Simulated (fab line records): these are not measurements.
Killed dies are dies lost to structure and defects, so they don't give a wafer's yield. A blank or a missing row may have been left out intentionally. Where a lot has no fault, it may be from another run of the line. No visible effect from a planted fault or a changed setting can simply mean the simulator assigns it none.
Chamber matching ; flow n5_finfet ; N5_HKMG_FIN_ETCH_32 on rie_diel-01 has 4 sister chambers
The step etches SOC in N2/H2, target depth 240 nm, time 300 s. 4 wafers are shown with their chamber, then 9 later ones without.

## WAFERS WITH THEIR CHAMBER
wafer;chamber;showerhead_plenum_p_Torr (Torr)
L085.4;2;2.71
L089.1;3;2.68
L089.4;0;2.60
L089.6;1;2.45

## WAFERS WITHOUT THEIR CHAMBER
wafer;showerhead_plenum_p_Torr (Torr)
L090.1;2.45
L090.2;2.60
L090.5;2.60
L096.1;2.67
L096.3;2.44
L096.5;2.60
L097.3;2.60
L097.4;2.44
L097.6;2.69

## CHAMBER TAKEN BY EACH
wafer;from the rows above;in truth
L090.1;1;1
L090.2;0;0
L090.5;0;0
L096.1;3;3
L096.3;1;1
L096.5;0;0
L097.3;0;0
L097.4;1;1
L097.6;can't be placed: 3 or 2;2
8 of 9 placed correctly. Not placeable from these rows: 1 (in 1, the candidates include the true chamber). Placed wrongly: 0.
How it was worked out, from the rows above alone: a wafer's distance from a chamber is the root of the sum, over the readings, of the square of ((its reading less the chamber's mean) divided by the reading's scatter). The wafer belongs to the nearest chamber; if the next one is less than 2 further off, it can't be placed. A chamber's mean is the mean of its shown wafers. The scatter: root of mean squared gap, hidden wafer to nearest shown wafer, with one shown wafer a chamber.
